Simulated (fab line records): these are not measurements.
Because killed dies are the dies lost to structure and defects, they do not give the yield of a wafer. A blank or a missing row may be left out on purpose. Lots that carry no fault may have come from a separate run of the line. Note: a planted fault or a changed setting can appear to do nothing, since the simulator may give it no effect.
Matching of chambers :: flow nandHarc :: 4 sister chambers for NHARC_A_CHANNEL_FILL_D2_CMP_10 on cmp-01
The step polishes, target thk 150 nm. 4 wafers are shown with their chamber, then 12 later ones without.

## EACH WAFER AND ITS CHAMBER
wafer: L082.3
chamber: 3
motorCurrentA (A): 10.5

wafer: L089.4
chamber: 2
motorCurrentA (A): 9.8

wafer: L090.5
chamber: 0
motorCurrentA (A): 14.1

wafer: L090.6
chamber: 1
motorCurrentA (A): 11.6

## WAFERS WITHOUT THEIR CHAMBER
wafer: L090.1
motorCurrentA (A): 10.9

wafer: L090.2
motorCurrentA (A): 11.4

wafer: L090.4
motorCurrentA (A): 10.4

wafer: L093.1
motorCurrentA (A): 13.4

wafer: L093.2
motorCurrentA (A): 9.9

wafer: L093.3
motorCurrentA (A): 11.0

wafer: L093.4
motorCurrentA (A): 12.2

wafer: L093.5
motorCurrentA (A): 11.0

wafer: L093.6
motorCurrentA (A): 10.4

wafer: L095.1
motorCurrentA (A): 13.4

wafer: L095.3
motorCurrentA (A): 10.7

wafer: L095.4
motorCurrentA (A): 10.2

## EACH ONE'S CHAMBER
wafer: L090.1
from the rows above: can't be placed: 3 or 1 or 2
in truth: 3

wafer: L090.2
from the rows above: can't be placed: 1 or 3
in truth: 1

wafer: L090.4
from the rows above: can't be placed: 3 or 2
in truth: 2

wafer: L093.1
from the rows above: 0
in truth: 0

wafer: L093.2
from the rows above: can't be placed: 2 or 3
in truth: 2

wafer: L093.3
from the rows above: can't be placed: 3 or 1 or 2
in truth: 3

wafer: L093.4
from the rows above: 1
in truth: 1

wafer: L093.5
from the rows above: can't be placed: 3 or 1 or 2
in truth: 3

wafer: L093.6
from the rows above: can't be placed: 3 or 2
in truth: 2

wafer: L095.1
from the rows above: 0
in truth: 0

wafer: L095.3
from the rows above: can't be placed: 3 or 2 or 1
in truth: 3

wafer: L095.4
from the rows above: can't be placed: 3 or 2
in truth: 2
Placed correctly: 3 of 12. Not placeable from these rows: 9 (in 9, the candidates include the true chamber). Wrongly placed: 0.
How it was worked out, from the rows above alone: a wafer's distance from a chamber is the root of the sum, over the readings, of the square of ((its reading less the chamber's mean) divided by the reading's scatter). The wafer belongs to the nearest chamber; if the next one is less than 2 further off, it can't be placed. The mean given for a chamber averages the wafers shown for that chamber. The scatter: with one shown wafer a chamber, the root of the mean of the squares of how far each hidden wafer lies from its nearest shown one.
